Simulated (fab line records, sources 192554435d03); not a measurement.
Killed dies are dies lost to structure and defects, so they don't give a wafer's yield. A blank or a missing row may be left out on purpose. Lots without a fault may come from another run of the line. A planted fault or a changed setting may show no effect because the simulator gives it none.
Problem report in the 8D (eight disciplines) form, filled by code | flow n5_finfet | the parts of the form that need people (team, actions taken, sign-off) are left out

1. THE PROBLEM
cd_nm at N5_BEOL_M10_CD_MEAS_28 reads a mean of 80.9 nm on 1 wafer of 1 lot; wafers without a fault read 69.8 nm with a standard deviation of 1.1. That is +10 standard deviations from the usual mean.
The step: target cd 70 nm.
First seen on wafer L723.4, day 13 13:10, on cd_sem-02. The record holds 26 wafers of 9 lots with a number at this step. Rule for "out", or "out of limits": more than 4 standard deviations from the usual mean. The other wafers with a number count as sound.

2. WHAT IT IS AND WHAT IT IS NOT
question                    | is                | is not
which readings at this step | cd_nm             | -
which lots                  | L723              | L715, L718, L720, L721, L722, L729, L730, L733
which wafers of those lots  | L723.4            | L723.5
read on which gauges        | cd_sem-02         | cd_sem-01, cd_sem-03
when                        | from day 13 13:10 | up to then (16 sound wafers); but 9 sound wafers of L729, L730, L733 came after

3. SUSPECTS, AND WHAT RULES EACH OUT
Counting: a tool at a process step up to the reading stays a suspect if it ran every lot that is out. Sound lots after the first of them don't rule it out here, since some wafers of a struck lot are sound.
- the gauge at N5_BEOL_M10_CD_MEAS_28: ruled out. All the wafers that are out were read on cd_sem-02, but those of them that N5_PASSIVATION_PROBE_49 has rows for are out there too, on other tools.
- rie_metal-03 at N5_BEOL_M10_HM_OPEN_17 (chemistry Cl2/BCl3, target TiN, target depth 20 nm, overetch 6 nm): kept. It ran the lot that is out, L723 (day 13 11:57); its last sound lot up to then is L721 (day 12 14:06).
- litho_track-02 at N5_BEOL_M10_PEB_26 (peb time 60 s): kept. It ran the lot that is out, L723 (day 13 13:06); its last sound lot up to then is L722 (day 12 21:13).
- Within rie_metal-03 at N5_BEOL_M10_HM_OPEN_17: the wafers that are out ran in chamber 1; their sound lot-mates ran in chamber 0.
Left after counting: rie_metal-03 at N5_BEOL_M10_HM_OPEN_17, litho_track-02 at N5_BEOL_M10_PEB_26.

4. THE CAUSE (what the simulator had put in)
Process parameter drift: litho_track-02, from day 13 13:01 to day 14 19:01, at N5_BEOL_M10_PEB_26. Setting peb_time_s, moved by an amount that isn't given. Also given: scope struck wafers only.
Counting left 2 suspects, and this tool is among them.

5. THE CHAIN OF EFFECTS, in route order
Each row: a reading whose mean over the struck wafers that have a number lies more than 3 standard deviations from the usual. Only readings for which the record gives a usual standard deviation are gone through. hours: the time from each lot's start at the first step in this table that gives one to its start at this step, as a median over the lots. sigmas: the change in usual standard deviations.
hours | step                    | reading              | usual   | on struck wafers | change | sigmas
0     | N5_BEOL_M10_CD_MEAS_28  | cd_nm                | 69.8 nm | 80.9             | +11.1  | +10
54    | N5_PASSIVATION_PROBE_49 | defect_limited_yield | 91.3 %  | 74.1             | -17.2  | -11
54    | N5_PASSIVATION_PROBE_49 | killed_at_M4_up      | 13      | 214              | +201   | +38
54    | N5_PASSIVATION_PROBE_49 | killed_dies          | 103     | 306              | +203   | +12
54    | N5_PASSIVATION_PROBE_49 | killed_on_rim        | 13      | 89               | +76    | +18
54    | N5_PASSIVATION_PROBE_49 | sort_n_pass          | 1077    | 874              | -203   | -12
54    | N5_PASSIVATION_PROBE_49 | sort_yield_pct       | 91.3 %  | 74.1             | -17.2  | -11
The process steps in it:
- N5_PASSIVATION_PROBE_49
Later measuring or inspecting steps at which every struck wafer that the step has a row for has a number for every such reading, and none has moved that far: N5_BEOL_M10_INSPECT_30.

6. WHAT WOULD HAVE CAUGHT IT SOONER
In this record the first reading out of limits at a measuring or inspecting step was taken at day 13 13:10, 0 hours after the fault began at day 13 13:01.
All the lots that are out (1) had begun N5_BEOL_M10_PEB_26 on litho_track-02 by day 13 13:10. A hold on the tool at that time would have spared none of them.
